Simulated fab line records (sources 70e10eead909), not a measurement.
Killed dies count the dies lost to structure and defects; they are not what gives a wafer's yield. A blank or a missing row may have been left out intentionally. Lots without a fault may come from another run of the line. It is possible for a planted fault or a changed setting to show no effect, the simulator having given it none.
The same fault as seen by 2 desks    flow nand_harc    only its own numbers are on each desk; what lay behind them is given at the end

== METROLOGY DESK ==
Lot by lot, what the gauges showed, no matter which tool ran the lot: averages of those sampled wafers that carry a number. A lot is out of limits, marked OUT, if its mean lies more than 4 standard deviations from the usual mean; the brackets give that distance.
Columns: A = cd_nm at NHARC_THIN_TSV_CD_MEAS_12, usual 999.7 nm
lot   first seen here  A
L619  day 24 10:27     1001.6
L622  day 25 11:06     998.5
L627  day 27 22:07     997.9
L623  day 28 09:26     1000.2
L625  day 29 03:19     1001.3
L628  day 30 01:22     998.7
L624  day 30 05:39     997.4
L632  day 30 13:10     1000.0
L635  day 30 18:01     998.9
L634  day 30 19:21     998.1
L636  day 30 23:26     997.7
L639  day 32 04:20     1001.3
L640  day 33 07:45     1000.4
L642  day 35 03:21     1000.1
Finding of this desk: none of the 14 lots has anything out of limits.

== AT THE TOOL OWNER'S DESK: pecvd-03 ==
The tool's own readings at NHARC_A_STAIRCASE_DEP_322 (deposits SiO2, target thk 7200 nm): means of the sampled wafers that have a number, for each lot that ran on this tool. A lot is out of limits, marked OUT, if its mean lies more than 4 standard deviations from the usual mean; the brackets give that distance.
Columns: A = heater_power_w at NHARC_A_STAIRCASE_DEP_322, usual 666 W
lot   first seen here  A
L619  day 18 19:19     673
L623  day 22 02:04     692
L628  day 22 22:38     719
L624  day 23 17:52     697
L632  day 23 18:26     694
L635  day 24 14:16     736
Finding of this desk: none of the 6 lots has anything out of limits.

== PUT TOGETHER ==
Nothing out of limits was seen by the metrology desk.
The desk of the tool owner found nothing out of limits.

== WHAT THE SIMULATOR HAD INSERTED ==
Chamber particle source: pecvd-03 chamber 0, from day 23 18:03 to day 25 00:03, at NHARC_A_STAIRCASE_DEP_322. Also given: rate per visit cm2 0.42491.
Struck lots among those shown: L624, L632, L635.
